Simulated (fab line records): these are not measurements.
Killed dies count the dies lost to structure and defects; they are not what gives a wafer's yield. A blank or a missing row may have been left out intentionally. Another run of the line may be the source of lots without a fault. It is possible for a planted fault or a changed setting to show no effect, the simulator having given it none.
Problem report in the 8D (eight disciplines) form, filled by code / flow nand harc / the parts of the form that need people (team, actions taken, sign-off) are left out

== 1. WHAT WENT WRONG ==
killed at periphery at NHARC_END_SORT_01 reads a mean of 91.0 on 3 wafers of 2 lots; wafers without a fault read 4.2 with a standard deviation of 2.9. That is +30 standard deviations from the usual mean.
Seen first at day 28 19:44 on prober-02, wafer L108.2. The record holds 6 wafers of 2 lots with a number at this step. Rule for "out", or "out of limits": more than 4 standard deviations from the usual mean. All remaining wafers that have a number are taken as sound.

== 2. WHAT IT IS, AND WHAT IT ISN'T ==
question=which readings at this step | is=killed at periphery | is not=killed at array, killed at other, killed open, killed short
question=which lots | is=L108, L109 | is not=-
question=which wafers of those lots | is=L108.2, L108.6, L109.3 | is not=L108.3, L109.1, L109.2
question=read on which gauges | is=prober-01, prober-02 | is not=-
question=when | is=from day 28 19:44 | is not=up to then (1 sound wafer); but 2 sound wafers of L108, L109 came after

== 3. SUSPECTS, AND WHAT RULES EACH OUT ==
Counting: if a tool at a process step up to the reading ran every lot that is out, it stays a suspect. Sound lots after the first of them don't rule it out here, since some wafers of a struck lot are sound.
- the gauge at NHARC_END_SORT_01 is ruled out. The wafers that are out were read on 2 gauges (prober-01, prober-02).
- rie diel-02 at NHARC_P_M0_ETCH_34 (etches the open film in N2/H2, target depth 40 nm, overetch 12 nm, time 43.94 s): kept. It ran every lot that is out, first L108 (day 10 03:20).
- rie diel-02, NHARC_P_M0_ETCH_34: wafers that are out in chamber 3, sound lot-mates in chambers 0, 2.
Remaining after the count: rie diel-02 at NHARC_P_M0_ETCH_34.

== 4. THE CAUSE (what the simulator had put in) ==
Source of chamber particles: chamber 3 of rie diel-02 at NHARC_P_M0_ETCH_34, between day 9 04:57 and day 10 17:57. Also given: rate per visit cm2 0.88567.
The count eliminated every tool but this one.

== 5. THE EFFECT CHAIN, in route order ==
Rows list readings where the struck wafers' mean (over those with a number) sits beyond 3 standard deviations from the usual. Only readings whose record carries a usual standard deviation are examined. hours: median over the lots of the time between each lot's start at the first step of this table that gives one and its start at this step. sigmas: the change, counted in usual standard deviations.
hours=0; step=NHARC_END_SORT_01; reading=defect limited yield; usual=90.1 %; on struck wafers=79.7; change=-10.4; sigmas=-4.1
hours=0; step=NHARC_END_SORT_01; reading=killed at periphery; usual=4.2; on struck wafers=91.0; change=+86.8; sigmas=+30
hours=0; step=NHARC_END_SORT_01; reading=killed dies; usual=67; on struck wafers=137; change=+70; sigmas=+4.1

== 6. HOW IT WOULD HAVE BEEN CAUGHT EARLIER ==
In this record the first reading out of limits at a measuring or inspecting step was taken at day 28 19:44, 471 hours after the fault began at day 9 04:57.
No tool reading at NHARC_P_M0_ETCH_34 that has a usual standard deviation in the record was out on any struck wafer, so an alarm limit of 4 standard deviations on those readings would not have fired.
Lots out: 2; all had begun NHARC_P_M0_ETCH_34 on rie diel-02 by day 28 19:44. Tool hold at that time: it would have spared none of them.
